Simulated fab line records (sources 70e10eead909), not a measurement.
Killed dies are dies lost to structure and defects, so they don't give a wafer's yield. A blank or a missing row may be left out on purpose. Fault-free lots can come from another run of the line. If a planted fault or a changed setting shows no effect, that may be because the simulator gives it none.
fab line records ; flow nand_harc
record lots=24; wafers=72; last_day=24
route steps=1159 shown A_CONTACT@871 A_BLC@976
lots with no fault: from the same line, run without faults
start_h: hours from the record's first day to the start of the lot's first wafer shown ; wait_h: time in hours since the lot's previous step ; " same as the row above ; L1.1+2: a single row standing in for several wafers ; - either no value or no given start ; * or withheld: withheld ; < > ~ a bound
route shown NAME@n: names a module that has steps shown in the file, with the first one's number in the route ; usual: average and standard deviation across the fault-free wafers ; same: alike in all rows ; chamber/n: place in a boat ; sites: readings site by site ; _std_site: the standard deviation of these ; _edge_site: outer sites' mean less inner sites' ; radius_mm: how far each site lies from the wafer's centre ; mask NAME#n: copy n ; behind: the most recent tool/chamber to have shaped the wafer ; hold: reason for holding the lot/hours on hold/outcome of the hold ; device: the n, p or np transistor that did not switch ; end of line: the tests these same wafers got at the end of their route ; a step given without rows: its recipe and nothing more ; killed: dies lost to structure and defects at the first sort, not the wafer's yield ; map: a wafer's dies, marking killed ones x, the rest . and places with no die _
set.NAME: the setting the step ran with; set.NAME@STEP: the setting that earlier step ran with ; model.NAME: the simulator's own value behind a step, which no gauge read
the route's steps for a sample of lots (tables are steps, rows are wafers)
services: when a tool's chamber went out of use (start_h, in hours from the record's first day, below 0 if earlier), for how many hours, and the reason
## steps
# step NHARC_A_CONTACT_ETCH_120
# recipe source_w=withheld; pressure_mtorr=20; bias_v=3000; time_s=94; target_depth_a=9220; ar_flow_sccm=withheld; c4f8_flow_sccm=withheld; o2_flow_sccm=withheld; chemistry=C4F8/O2/Ar
lot.wafer;tool;chamber;start_h;wait_h;rf_hours_counter_h
L074.2;har_cap_etch-02;0;366.13;0.1;8
L074.4;har_cap_etch-02;0;366.13;0.1;-
L074.6;har_cap_etch-02;0;366.13;0.1;-
L075.1;har_cap_etch-01;0;377.23;0.1;59
L075.3;har_cap_etch-01;0;377.23;0.1;-
L075.6;har_cap_etch-01;1;377.23;0.1;-
L076.2;har_cap_etch-02;1;378.05;0.1;11
L076.3;har_cap_etch-02;1;378.05;0.1;-
L076.5;har_cap_etch-02;1;378.05;0.1;-
L078.3;har_cap_etch-02;1;384.19;0.1;-
L078.5;har_cap_etch-02;1;384.19;0.1;-
L078.6;har_cap_etch-02;0;384.19;0.1;-
L077.1;har_cap_etch-03;0;384.66;0.1;88
L077.3;har_cap_etch-03;1;384.66;0.1;-
L077.5;har_cap_etch-03;1;384.66;0.1;-
L079.2;har_cap_etch-01;0;403.31;0.1;63
L079.1;har_cap_etch-01;1;403.31;0.1;63
L079.3;har_cap_etch-01;0;403.31;0.1;-
L080.1;har_cap_etch-03;0;412.49;0.1;91
L080.5;har_cap_etch-03;0;412.49;0.1;-
L080.6;har_cap_etch-03;1;412.49;0.1;-
L081.4;har_cap_etch-01;1;420.24;0.1;-
L081.5;har_cap_etch-01;1;420.24;0.1;-
L081.6;har_cap_etch-01;0;420.24;0.1;-
L082.4;har_cap_etch-03;0;422.30;0.1;-
L082.3;har_cap_etch-03;1;422.30;0.1;-
L082.6;har_cap_etch-03;0;422.30;0.1;-
L083.2;har_cap_etch-02;1;424.98;0.1;18
L083.3;har_cap_etch-02;0;424.98;0.1;-
L083.4;har_cap_etch-02;1;424.98;0.1;-
L085.1;har_cap_etch-01;1;437.88;0.1;68
L085.3;har_cap_etch-01;1;437.88;0.1;-
L085.5;har_cap_etch-01;0;437.88;0.1;-
L086.1;har_cap_etch-03;1;442.03;0.1;97
L086.3;har_cap_etch-03;1;442.03;0.1;-
L086.5;har_cap_etch-03;1;442.03;0.1;-
L087.2;har_cap_etch-01;0;443.50;0.1;69
L087.3;har_cap_etch-01;1;443.50;0.1;-
L087.5;har_cap_etch-01;0;443.50;0.1;-
L089.4;har_cap_etch-03;1;449.32;0.1;-
L089.3;har_cap_etch-03;0;449.32;0.1;-
L089.5;har_cap_etch-03;0;449.32;0.1;-
L084.2;har_cap_etch-01;0;449.61;0.1;71
L084.4;har_cap_etch-01;1;449.61;0.1;-
L084.3;har_cap_etch-01;0;449.61;0.1;-
L088.1;har_cap_etch-03;0;458.51;0.1;102
L088.3;har_cap_etch-03;0;458.51;0.1;-
L088.6;har_cap_etch-03;1;458.51;0.1;-
L090.2;har_cap_etch-02;1;463.15;0.1;26
L090.1;har_cap_etch-02;0;463.15;0.1;26
L090.3;har_cap_etch-02;1;463.15;0.1;-
L091.4;har_cap_etch-01;1;475.40;0.1;-
L091.5;har_cap_etch-01;1;475.40;0.1;-
L091.6;har_cap_etch-01;0;475.40;0.1;-
L093.2;har_cap_etch-03;1;477.08;0.1;105
L093.3;har_cap_etch-03;1;477.08;0.1;-
L093.6;har_cap_etch-03;1;477.08;0.1;-
L094.1;har_cap_etch-01;0;480.33;0.1;77
L094.3;har_cap_etch-01;0;480.33;0.1;-
L094.5;har_cap_etch-01;0;480.33;0.1;-
L092.2;har_cap_etch-01;1;487.98;0.1;78
L092.1;har_cap_etch-01;0;487.98;0.1;78
L092.6;har_cap_etch-01;1;487.98;0.1;-
L097.2;har_cap_etch-03;1;507.26;0.1;110
L097.3;har_cap_etch-03;1;507.26;0.1;-
L097.6;har_cap_etch-03;1;507.26;0.1;-
L095.2;har_cap_etch-02;0;509.48;0.1;32
L095.4;har_cap_etch-02;0;509.48;0.1;-
L095.3;har_cap_etch-02;1;509.48;0.1;-
L096.1;har_cap_etch-01;0;511.57;0.1;81
L096.4;har_cap_etch-01;1;511.57;0.1;-
L096.3;har_cap_etch-01;0;511.57;0.1;-
# step NHARC_A_CONTACT_ETCH_131
# recipe source_w=withheld; pressure_mtorr=20; bias_v=1200; time_s=155; target_depth_a=9560; ar_flow_sccm=withheld; c4f8_flow_sccm=withheld; o2_flow_sccm=withheld; chemistry=C4F8/O2/Ar
lot.wafer;tool;chamber;start_h;wait_h;rf_hours_counter_h
L074.2;har_cap_etch-02;1;375.12;0.1;10
L074.4;har_cap_etch-02;0;375.12;0.1;-
L074.6;har_cap_etch-02;1;375.12;0.1;-
L075.1;har_cap_etch-01;1;385.46;0.2;61
L075.3;har_cap_etch-01;1;385.46;0.2;-
L075.6;har_cap_etch-01;0;385.46;0.2;-
L076.2;har_cap_etch-02;0;386.06;0.1;14
L076.3;har_cap_etch-02;1;386.06;0.1;-
L076.5;har_cap_etch-02;1;386.06;0.1;-
L078.3;har_cap_etch-03;1;391.27;0.1;-
L078.5;har_cap_etch-03;1;391.27;0.1;-
L078.6;har_cap_etch-03;0;391.27;0.1;-
L077.1;har_cap_etch-01;1;392.24;0.2;62
L077.3;har_cap_etch-01;1;392.24;0.2;-
L077.5;har_cap_etch-01;1;392.24;0.2;-
L079.1;har_cap_etch-02;0;412.31;0.1;16
L079.2;har_cap_etch-02;1;412.31;0.1;16
L079.3;har_cap_etch-02;0;412.31;0.1;-
L080.1;har_cap_etch-01;0;423.10;0.1;66
L080.6;har_cap_etch-01;0;423.10;0.1;-
L080.5;har_cap_etch-01;1;423.10;0.1;-
L081.4;har_cap_etch-03;1;427.22;0.1;-
L081.5;har_cap_etch-03;1;427.22;0.1;-
L081.6;har_cap_etch-03;0;427.22;0.1;-
L082.3;har_cap_etch-01;0;429.88;0.1;-
L082.4;har_cap_etch-01;1;429.88;0.1;-
L082.6;har_cap_etch-01;1;429.88;0.1;-
L083.2;har_cap_etch-03;1;432.13;0.1;95
L083.4;har_cap_etch-03;0;432.13;0.1;-
L083.3;har_cap_etch-03;1;432.13;0.1;-
L085.1;har_cap_etch-02;0;444.82;0.1;22
L085.3;har_cap_etch-02;1;444.82;0.1;-
L085.5;har_cap_etch-02;0;444.82;0.1;-
L086.1;har_cap_etch-02;1;449.78;0.1;23
L086.3;har_cap_etch-02;0;449.78;0.1;-
L086.5;har_cap_etch-02;1;449.78;0.1;-
L087.2;har_cap_etch-03;0;451.08;0.1;100
L087.3;har_cap_etch-03;0;451.08;0.1;-
L087.5;har_cap_etch-03;0;451.08;0.1;-
L089.4;har_cap_etch-02;1;456.26;0.1;-
L089.3;har_cap_etch-02;0;456.26;0.1;-
L089.5;har_cap_etch-02;0;456.26;0.1;-
L084.2;har_cap_etch-01;0;456.85;0.2;73
L084.4;har_cap_etch-01;1;456.85;0.2;-
L084.3;har_cap_etch-01;0;456.85;0.2;-
L088.1;har_cap_etch-01;0;466.67;0.1;75
L088.3;har_cap_etch-01;1;466.67;0.1;-
L088.6;har_cap_etch-01;0;466.67;0.1;-
L090.2;har_cap_etch-03;1;470.11;0.1;104
L090.1;har_cap_etch-03;0;470.11;0.1;104
L090.3;har_cap_etch-03;1;470.11;0.1;-
L091.4;har_cap_etch-03;1;482.40;0.1;-
L091.6;har_cap_etch-03;0;482.40;0.1;-
L091.5;har_cap_etch-03;1;482.40;0.1;-
L093.2;har_cap_etch-02;0;485.45;0.2;29
L093.3;har_cap_etch-02;1;485.45;0.2;-
L093.6;har_cap_etch-02;0;485.45;0.2;-
L094.1;har_cap_etch-02;0;490.12;0.2;30
L094.3;har_cap_etch-02;1;490.12;0.2;-
L094.5;har_cap_etch-02;1;490.12;0.2;-
L092.1;har_cap_etch-03;1;496.43;0.1;108
L092.2;har_cap_etch-03;0;496.43;0.1;108
L092.6;har_cap_etch-03;1;496.43;0.1;-
L097.2;har_cap_etch-03;0;514.43;0.1;111
L097.3;har_cap_etch-03;1;514.43;0.1;-
L097.6;har_cap_etch-03;1;514.43;0.1;-
L095.2;har_cap_etch-03;1;517.46;0.1;112
L095.4;har_cap_etch-03;1;517.46;0.1;-
L095.3;har_cap_etch-03;0;517.46;0.1;-
L096.1;har_cap_etch-02;1;519.86;0.1;35
L096.3;har_cap_etch-02;1;519.86;0.1;-
L096.4;har_cap_etch-02;0;519.86;0.1;-
# step NHARC_A_CONTACT_INSPECT_10
# usual raw_defect_count=32/14
lot.wafer;tool;chamber;start_h;wait_h;raw_defect_count
L074.2;defect_inspect-01;-;379.52;0.0;15
L074.4;defect_inspect-01;-;379.52;0.0;19
L074.6;defect_inspect-01;-;379.52;0.0;19
L075.1;defect_inspect-01;-;389.99;0.0;28
L075.3;defect_inspect-01;-;389.99;0.0;22
L075.6;defect_inspect-01;-;389.99;0.0;21
L076.2;defect_inspect-01;-;390.45;0.0;22
L076.3;defect_inspect-01;-;390.45;0.0;22
L076.5;defect_inspect-01;-;390.45;0.0;21
L078.3;defect_inspect-01;-;395.25;0.0;25
L078.5;defect_inspect-01;-;395.25;0.0;16
L078.6;defect_inspect-01;-;395.25;0.0;28
L077.1;defect_inspect-01;-;398.01;0.0;23
L077.3;defect_inspect-01;-;398.01;0.0;23
L077.5;defect_inspect-01;-;398.01;0.0;10
L079.1;defect_inspect-01;-;419.15;0.0;39
L079.2;defect_inspect-01;-;419.15;0.0;32
L079.3;defect_inspect-01;-;419.15;0.0;30
L080.1;defect_inspect-02;-;427.77;0.0;36
L080.5;defect_inspect-02;-;427.77;0.0;47
L080.6;defect_inspect-02;-;427.77;0.0;29
L081.4;defect_inspect-02;-;432.72;0.0;9
L081.5;defect_inspect-02;-;432.72;0.0;11
L081.6;defect_inspect-02;-;432.72;0.0;11
L082.3;defect_inspect-01;-;436.08;0.0;54
L082.4;defect_inspect-01;-;436.08;0.0;55
L082.6;defect_inspect-01;-;436.08;0.0;40
L083.2;defect_inspect-02;-;437.22;0.0;15
L083.3;defect_inspect-02;-;437.22;0.0;16
L083.4;defect_inspect-02;-;437.22;0.0;12
L085.1;defect_inspect-01;-;449.02;0.0;33
L085.3;defect_inspect-01;-;449.02;0.0;25
L085.5;defect_inspect-01;-;449.02;0.0;35
L086.1;defect_inspect-02;-;453.93;0.0;23
L086.3;defect_inspect-02;-;453.93;0.0;24
L086.5;defect_inspect-02;-;453.93;0.0;33
L087.2;defect_inspect-02;-;455.56;0.0;62
L087.3;defect_inspect-02;-;455.56;0.0;54
L087.5;defect_inspect-02;-;455.56;0.0;33
L089.3;defect_inspect-01;-;460.68;0.0;46
L089.4;defect_inspect-01;-;460.68;0.0;47
L089.5;defect_inspect-01;-;460.68;0.0;48
L084.2;defect_inspect-02;-;461.14;0.0;28
L084.3;defect_inspect-02;-;461.14;0.0;33
L084.4;defect_inspect-02;-;461.14;0.0;32
L088.1;defect_inspect-01;-;471.83;0.0;12
L088.3;defect_inspect-01;-;471.83;0.0;14
L088.6;defect_inspect-01;-;471.83;0.0;13
L090.1;defect_inspect-02;-;475.91;0.0;38
L090.2;defect_inspect-02;-;475.91;0.0;31
L090.3;defect_inspect-02;-;475.91;0.0;28
L091.4;defect_inspect-02;-;487.27;0.0;34
L091.5;defect_inspect-02;-;487.27;0.0;32
L091.6;defect_inspect-02;-;487.27;0.0;41
L093.2;defect_inspect-02;-;490.03;0.0;36
L093.3;defect_inspect-02;-;490.03;0.0;35
L093.6;defect_inspect-02;-;490.03;0.0;37
L094.1;defect_inspect-02;-;495.26;0.0;37
L094.3;defect_inspect-02;-;495.26;0.0;34
L094.5;defect_inspect-02;-;495.26;0.0;33
L092.1;defect_inspect-01;-;500.51;0.0;64
L092.2;defect_inspect-01;-;500.51;0.0;58
L092.6;defect_inspect-01;-;500.51;0.0;60
L097.2;defect_inspect-02;-;519.45;0.0;37
L097.3;defect_inspect-02;-;519.45;0.0;50
L097.6;defect_inspect-02;-;519.45;0.0;55
L095.2;defect_inspect-01;-;523.33;0.0;16
L095.3;defect_inspect-01;-;523.33;0.0;27
L095.4;defect_inspect-01;-;523.33;0.0;26
L096.1;defect_inspect-01;-;524.28;0.0;44
L096.3;defect_inspect-01;-;524.28;0.0;42
L096.4;defect_inspect-01;-;524.28;0.0;45
# step NHARC_A_CONTACT_ETCH_92
# recipe target_depth_a=400; over_etch_frac=0.5; time_s=85.7; ion_energy_ev=120; ch3f_flow_sccm=50; o2_flow_sccm=30; ar_flow_sccm=200; rf_w=500; bias_w=100; chemistry=CH3F/O2
# usual drypump_motor_current_A=5.6/0.54; mfc_ar_sccm=200.0/0.57; oes_product_au=0.925/0.0072; rf_vpp_V=244.7/1.9; showerhead_plenum_p_Torr=2.48/0.12; throttle_valve_pct=20.664/0.0095
# same over_etch_frac=0.5
lot.wafer;tool;chamber;start_h;wait_h;drypump_motor_current_A;mfc_ar_sccm;oes_product_au;rf_hours_counter_h;rf_vpp_V;showerhead_plenum_p_Torr;throttle_valve_pct
L074.2;rie_diel-02;0;381.92;0.4;6.3;200.4;0.939;12;246.1;2.59;20.670
L074.4;rie_diel-02;2;381.92;0.4;5.5;200.0;0.919;10;243.2;2.30;20.649
L074.6;rie_diel-02;3;381.92;0.4;5.8;200.0;0.925;-;246.7;2.56;20.680
L075.3;rie_diel-11;0;392.13;0.3;5.1;200.3;0.928;6;246.8;2.66;20.642
L075.1;rie_diel-11;1;392.13;0.3;6.4;199.6;0.935;6;242.7;2.32;20.671
L075.6;rie_diel-11;1;392.13;0.3;6.4;199.5;0.934;-;241.1;2.32;20.656
L076.3;rie_diel-11;3;392.88;0.3;5.9;200.8;0.923;5;245.4;2.61;20.642
L076.2;rie_diel-11;1;392.88;0.3;6.3;199.2;0.935;6;242.7;2.32;20.664
L076.5;rie_diel-11;0;392.88;0.3;5.1;200.9;0.932;-;247.7;2.66;20.670
L078.3;rie_diel-02;3;397.45;0.3;5.8;200.4;0.914;14;245.3;2.56;20.647
L078.5;rie_diel-02;1;397.45;0.3;4.9;199.9;0.927;-;244.5;2.50;20.677
L078.6;rie_diel-02;2;397.45;0.3;5.5;199.4;0.921;-;242.0;2.30;20.662
L077.3;rie_diel-02;3;400.19;0.3;5.8;199.2;0.927;14;245.9;2.56;20.648
L077.1;rie_diel-02;0;400.19;0.3;6.3;200.2;0.926;15;245.9;2.59;20.663
L077.5;rie_diel-02;2;400.19;0.3;5.5;200.2;0.919;-;243.0;2.30;20.663
L079.2;rie_diel-02;1;421.43;0.3;4.9;200.1;0.910;15;244.9;2.50;20.659
L079.3;rie_diel-02;3;421.43;0.3;5.8;199.1;0.927;17;245.0;2.56;20.650
L079.1;rie_diel-02;0;421.43;0.3;6.3;200.0;0.919;18;245.9;2.59;20.659
L080.1;rie_diel-11;2;429.94;0.3;4.8;199.7;0.927;22;246.2;2.56;20.664
L080.6;rie_diel-11;1;429.94;0.3;6.4;199.0;0.929;-;241.2;2.32;20.677
L080.5;rie_diel-11;2;429.94;0.3;4.8;200.1;0.935;-;244.3;2.56;20.678
L081.4;rie_diel-12;0;435.01;0.3;5.7;199.9;0.915;13;246.3;2.43;20.651
L081.5;rie_diel-12;1;435.01;0.3;5.0;200.4;0.925;-;241.6;2.32;20.676
L081.6;rie_diel-12;2;435.01;0.3;5.7;201.3;0.931;-;244.3;2.44;20.675
L082.3;rie_diel-02;3;438.26;0.3;5.8;199.6;0.921;20;245.6;2.55;20.660
L082.4;rie_diel-02;1;438.26;0.3;4.9;199.4;0.928;18;246.0;2.50;20.650
L082.6;rie_diel-02;3;438.26;0.3;5.8;201.0;0.925;-;245.7;2.55;20.654
L083.4;rie_diel-02;0;439.47;0.3;6.3;199.1;0.930;21;245.6;2.59;20.655
L083.3;rie_diel-02;1;439.47;0.3;4.9;200.3;0.918;18;244.7;2.50;20.665
L083.2;rie_diel-02;2;439.47;0.3;5.5;199.3;0.919;19;241.8;2.29;20.651
L085.3;rie_diel-12;0;451.38;0.4;5.7;200.5;0.926;19;244.1;2.43;20.664
L085.1;rie_diel-12;2;451.38;0.4;5.8;199.8;0.937;21;246.2;2.43;20.669
L085.5;rie_diel-12;2;451.38;0.4;5.8;200.3;0.943;-;243.7;2.43;20.667
L086.3;rie_diel-11;2;457.61;0.3;4.8;199.1;0.913;33;244.4;2.55;20.643
L086.1;rie_diel-11;0;457.61;0.3;5.1;199.8;0.921;32;245.6;2.65;20.664
L086.5;rie_diel-11;2;457.61;0.3;4.8;200.6;0.929;-;246.7;2.55;20.658
L087.2;rie_diel-11;0;457.87;0.3;5.1;200.1;0.920;32;246.6;2.65;20.659
L087.3;rie_diel-11;3;457.87;0.3;5.9;200.0;0.935;29;246.0;2.60;20.657
L087.5;rie_diel-11;1;457.87;0.3;6.4;200.0;0.930;-;242.8;2.31;20.678
L089.3;rie_diel-02;3;463.08;0.3;5.8;200.6;0.932;25;246.0;2.55;20.652
L089.4;rie_diel-02;0;463.08;0.3;6.3;199.2;0.941;26;245.6;2.59;20.659
L089.5;rie_diel-02;2;463.08;0.3;5.5;200.7;0.928;-;241.7;2.29;20.674
L084.2;rie_diel-02;2;463.82;0.3;5.5;200.1;0.917;25;242.4;2.29;20.660
L084.3;rie_diel-02;3;463.82;0.3;5.8;199.9;0.913;25;245.0;2.55;20.676
L084.4;rie_diel-02;0;463.82;0.3;6.3;199.7;0.922;26;246.3;2.59;20.665
L088.3;rie_diel-11;1;473.98;0.2;6.4;199.8;0.935;42;242.1;2.31;20.658
L088.1;rie_diel-11;3;473.98;0.2;6.0;200.2;0.934;34;247.5;2.59;20.663
L088.6;rie_diel-11;1;473.98;0.2;6.4;200.0;0.928;-;241.9;2.31;20.672
L090.2;rie_diel-11;1;478.41;0.4;6.4;201.0;0.922;44;243.6;2.31;20.662
L090.3;rie_diel-11;2;478.41;0.4;4.8;199.6;0.926;41;245.2;2.55;20.660
L090.1;rie_diel-11;3;478.41;0.4;5.9;200.6;0.924;37;247.0;2.59;20.666
L091.4;rie_diel-02;3;489.48;0.3;5.8;200.1;0.924;31;246.5;2.55;20.666
L091.5;rie_diel-02;1;489.48;0.3;4.9;199.7;0.920;-;245.6;2.50;20.662
L091.6;rie_diel-02;2;489.48;0.3;5.5;199.4;0.936;-;243.0;2.29;20.685
L093.2;rie_diel-02;1;492.19;0.4;4.9;200.1;0.913;30;242.5;2.50;20.667
L093.3;rie_diel-02;2;492.19;0.4;5.5;200.1;0.914;31;242.6;2.29;20.665
L093.6;rie_diel-02;1;492.19;0.4;4.9;200.2;0.911;-;246.8;2.50;20.649
L094.3;rie_diel-11;3;497.41;0.3;5.9;199.9;0.930;41;246.4;2.59;20.665
L094.1;rie_diel-11;1;497.41;0.3;6.4;199.2;0.935;50;242.7;2.31;20.657
L094.5;rie_diel-11;0;497.41;0.3;5.1;200.6;0.923;-;248.5;2.64;20.665
L092.1;rie_diel-02;3;502.65;0.4;5.8;199.1;0.920;33;246.4;2.55;20.661
L092.2;rie_diel-02;1;502.65;0.4;4.9;199.1;0.923;31;244.9;2.50;20.661
L092.6;rie_diel-02;3;502.65;0.4;5.8;198.5;0.919;-;245.5;2.55;20.650
L097.2;rie_diel-12;2;522.04;0.5;5.7;199.6;0.927;53;245.1;2.42;20.666
L097.3;rie_diel-12;1;522.04;0.5;5.0;199.2;0.920;51;242.0;2.30;20.658
L097.6;rie_diel-12;3;522.04;0.5;6.0;199.8;0.922;-;245.5;2.52;20.663
L095.2;rie_diel-11;2;526.06;0.4;4.8;199.5;0.917;58;245.4;2.54;20.676
L095.4;rie_diel-11;0;526.06;0.4;5.1;199.5;0.921;58;247.6;2.64;20.646
L095.3;rie_diel-11;1;526.06;0.4;6.3;199.3;0.923;54;240.2;2.30;20.665
L096.1;rie_diel-12;1;526.51;0.3;5.0;199.4;0.924;54;241.6;2.30;20.651
L096.3;rie_diel-12;2;526.51;0.3;5.8;200.2;0.942;55;243.3;2.42;20.670
L096.4;rie_diel-12;3;526.51;0.3;6.0;200.0;0.924;51;244.2;2.52;20.680
# step NHARC_A_BLC_INSPECT_12
# usual raw_defect_count=33/14
lot.wafer;tool;chamber;start_h;wait_h;raw_defect_count
L074.2;defect_inspect-01;-;386.55;0.0;17
L074.4;defect_inspect-01;-;386.55;0.0;18
L074.6;defect_inspect-01;-;386.55;0.0;25
L075.1;defect_inspect-01;-;398.18;0.0;30
L075.3;defect_inspect-01;-;398.18;0.0;23
L075.6;defect_inspect-01;-;398.18;0.0;23
L076.2;defect_inspect-02;-;398.58;0.0;19
L076.3;defect_inspect-02;-;398.58;0.0;27
L076.5;defect_inspect-02;-;398.58;0.0;21
L078.3;defect_inspect-02;-;400.71;0.0;28
L078.5;defect_inspect-02;-;400.71;0.0;18
L078.6;defect_inspect-02;-;400.71;0.0;27
L077.1;defect_inspect-02;-;403.60;0.0;23
L077.3;defect_inspect-02;-;403.60;0.0;22
L077.5;defect_inspect-02;-;403.60;0.0;12
L079.1;defect_inspect-02;-;425.10;0.0;39
L079.2;defect_inspect-02;-;425.10;0.0;35
L079.3;defect_inspect-02;-;425.10;0.0;34
L080.1;defect_inspect-02;-;436.26;0.0;34
L080.5;defect_inspect-02;-;436.26;0.0;43
L080.6;defect_inspect-02;-;436.26;0.0;29
L081.4;defect_inspect-02;-;438.26;0.0;14
L081.5;defect_inspect-02;-;438.26;0.0;13
L081.6;defect_inspect-02;-;438.26;0.0;11
L082.3;defect_inspect-02;-;444.28;0.0;51
L082.4;defect_inspect-02;-;444.28;0.0;56
L082.6;defect_inspect-02;-;444.28;0.0;48
L083.2;defect_inspect-01;-;444.77;0.0;17
L083.3;defect_inspect-01;-;444.77;0.0;18
L083.4;defect_inspect-01;-;444.77;0.0;12
L085.1;defect_inspect-02;-;456.49;0.0;31
L085.3;defect_inspect-02;-;456.49;0.0;27
L085.5;defect_inspect-02;-;456.49;0.0;34
L086.1;defect_inspect-02;-;460.96;0.0;28
L086.3;defect_inspect-02;-;460.96;0.0;25
L086.5;defect_inspect-02;-;460.96;0.0;38
L087.2;defect_inspect-02;-;461.54;0.0;63
L087.3;defect_inspect-02;-;461.54;0.0;47
L087.5;defect_inspect-02;-;461.54;0.0;33
L089.3;defect_inspect-01;-;470.48;0.0;50
L089.4;defect_inspect-01;-;470.48;0.0;51
L089.5;defect_inspect-01;-;470.48;0.0;48
L084.2;defect_inspect-02;-;471.19;0.0;32
L084.3;defect_inspect-02;-;471.19;0.0;32
L084.4;defect_inspect-02;-;471.19;0.0;38
L088.1;defect_inspect-01;-;479.92;0.0;14
L088.3;defect_inspect-01;-;479.92;0.0;16
L088.6;defect_inspect-01;-;479.92;0.0;12
L090.1;defect_inspect-02;-;482.14;0.0;39
L090.2;defect_inspect-02;-;482.14;0.0;32
L090.3;defect_inspect-02;-;482.14;0.0;28
L091.4;defect_inspect-02;-;492.74;0.0;36
L091.5;defect_inspect-02;-;492.74;0.0;36
L091.6;defect_inspect-02;-;492.74;0.0;39
L093.2;defect_inspect-01;-;503.31;0.0;36
L093.3;defect_inspect-01;-;503.31;0.0;40
L093.6;defect_inspect-01;-;503.31;0.0;36
L094.1;defect_inspect-01;-;504.89;0.0;42
L094.3;defect_inspect-01;-;504.89;0.0;33
L094.5;defect_inspect-01;-;504.89;0.0;29
L092.1;defect_inspect-01;-;510.07;0.0;65
L092.2;defect_inspect-01;-;510.07;0.0;61
L092.6;defect_inspect-01;-;510.07;0.0;62
L097.2;defect_inspect-01;-;526.63;0.0;35
L097.3;defect_inspect-01;-;526.63;0.0;52
L097.6;defect_inspect-01;-;526.63;0.0;55
L095.2;defect_inspect-01;-;529.52;0.0;19
L095.3;defect_inspect-01;-;529.52;0.0;29
L095.4;defect_inspect-01;-;529.52;0.0;26
L096.1;defect_inspect-02;-;530.35;0.0;40
L096.3;defect_inspect-02;-;530.35;0.0;42
L096.4;defect_inspect-02;-;530.35;0.0;48
# step NHARC_A_BLC_PVD_32
# recipe target_thk_a=50; chamber_pressure_pa=5; power_w=5000; substrate_temp_c=200; time_s=17.7; material=Ti
# usual throttle_valve_pct=30.5/0.97
lot.wafer;tool;chamber;start_h;wait_h;throttle_valve_pct
L074.2;pvd_sputter-03;-;-;-;31.3
L074.4;pvd_sputter-03;-;-;-;30.7
L074.6;pvd_sputter-03;-;-;-;31.3
L075.3;pvd_sputter-03;-;-;-;31.5
L075.1;pvd_sputter-03;-;-;-;30.4
L075.6;pvd_sputter-03;-;-;-;30.6
L076.2;pvd_sputter-03;-;-;-;30.8
L076.3;pvd_sputter-03;-;-;-;31.5
L076.5;pvd_sputter-03;-;-;-;30.8
L078.3;pvd_sputter-02;-;-;-;30.4
L078.5;pvd_sputter-02;-;-;-;30.1
L078.6;pvd_sputter-02;-;-;-;28.7
L077.1;pvd_sputter-03;-;-;-;30.8
L077.3;pvd_sputter-03;-;-;-;31.6
L077.5;pvd_sputter-03;-;-;-;30.5
L079.3;pvd_sputter-02;-;-;-;30.4
L079.2;pvd_sputter-02;-;-;-;30.5
L079.1;pvd_sputter-02;-;-;-;30.3
L080.1;pvd_sputter-01;-;-;-;31.3
L080.6;pvd_sputter-01;-;-;-;28.5
L080.5;pvd_sputter-01;-;-;-;30.7
L081.4;pvd_sputter-03;-;-;-;30.6
L081.6;pvd_sputter-03;-;-;-;30.6
L081.5;pvd_sputter-03;-;-;-;31.5
L082.3;pvd_sputter-01;-;-;-;31.0
L082.4;pvd_sputter-01;-;-;-;32.1
L082.6;pvd_sputter-01;-;-;-;28.6
L083.2;pvd_sputter-01;-;-;-;31.8
L083.4;pvd_sputter-01;-;-;-;31.3
L083.3;pvd_sputter-01;-;-;-;28.4
L085.1;pvd_sputter-02;-;-;-;30.2
L085.3;pvd_sputter-02;-;-;-;30.0
L085.5;pvd_sputter-02;-;-;-;30.4
L086.1;pvd_sputter-02;-;-;-;30.1
L086.3;pvd_sputter-02;-;-;-;30.7
L086.5;pvd_sputter-02;-;-;-;29.9
L087.2;pvd_sputter-02;-;-;-;30.6
L087.3;pvd_sputter-02;-;-;-;30.5
L087.5;pvd_sputter-02;-;-;-;30.5
L089.4;pvd_sputter-03;-;-;-;30.5
L089.3;pvd_sputter-03;-;-;-;31.3
L089.5;pvd_sputter-03;-;-;-;30.3
L084.4;pvd_sputter-02;-;-;-;30.1
L084.2;pvd_sputter-02;-;-;-;28.8
L084.3;pvd_sputter-02;-;-;-;30.3
L088.1;pvd_sputter-02;-;-;-;30.2
L088.3;pvd_sputter-02;-;-;-;28.9
L088.6;pvd_sputter-02;-;-;-;30.3
L090.2;pvd_sputter-01;-;-;-;28.6
L090.3;pvd_sputter-01;-;-;-;31.1
L090.1;pvd_sputter-01;-;-;-;31.8
L091.4;pvd_sputter-01;-;-;-;31.5
L091.6;pvd_sputter-01;-;-;-;31.3
L091.5;pvd_sputter-01;-;-;-;28.4
L093.2;pvd_sputter-03;-;-;-;30.2
L093.3;pvd_sputter-03;-;-;-;31.0
L093.6;pvd_sputter-03;-;-;-;30.5
L094.1;pvd_sputter-03;-;-;-;31.3
L094.3;pvd_sputter-03;-;-;-;30.8
L094.5;pvd_sputter-03;-;-;-;31.2
L092.1;pvd_sputter-01;-;-;-;31.8
L092.2;pvd_sputter-01;-;-;-;31.3
L092.6;pvd_sputter-01;-;-;-;31.8
L097.2;pvd_sputter-01;-;-;-;28.4
L097.3;pvd_sputter-01;-;-;-;31.4
L097.6;pvd_sputter-01;-;-;-;31.6
L095.4;pvd_sputter-03;-;-;-;30.6
L095.3;pvd_sputter-03;-;-;-;31.4
L095.2;pvd_sputter-03;-;-;-;31.0
L096.4;pvd_sputter-01;-;-;-;28.2
L096.3;pvd_sputter-01;-;-;-;31.5
L096.1;pvd_sputter-01;-;-;-;31.6
## services
tool;chamber;start_h;hours;kind
pvd_sputter-03;-;347.23;0.5;repair
pvd_sputter-03;-;351.74;8.1;repair
pvd_sputter-02;-;352.59;1.0;repair
rie_diel-02;1;359.95;6.9;repair
rie_diel-11;2;363.14;3.9;repair
rie_diel-11;-;366.82;9.0;pm
rie_diel-12;-;379.69;9.0;pm
pvd_sputter-03;-;381.02;1.5;repair
pvd_sputter-02;-;392.05;10.0;pm
rie_diel-12;3;406.51;1.2;repair
har_cap_etch-02;-;418.51;0.6;repair
rie_diel-12;-;423.86;1.4;repair
har_cap_etch-01;-;434.52;0.1;repair
pvd_sputter-03;-;436.57;2.1;repair
pvd_sputter-03;-;450.87;2.6;repair
rie_diel-12;3;450.91;2.4;repair
pvd_sputter-03;-;458.00;10.0;pm
rie_diel-02;2;490.18;1.7;repair
rie_diel-02;-;504.79;9.0;pm
rie_diel-11;1;509.97;11.8;repair
har_cap_etch-03;-;512.78;0.4;repair
rie_diel-02;0;513.83;1.9;repair
pvd_sputter-02;-;517.48;4.4;repair
pvd_sputter-01;-;517.96;10.0;pm
## key
fault none
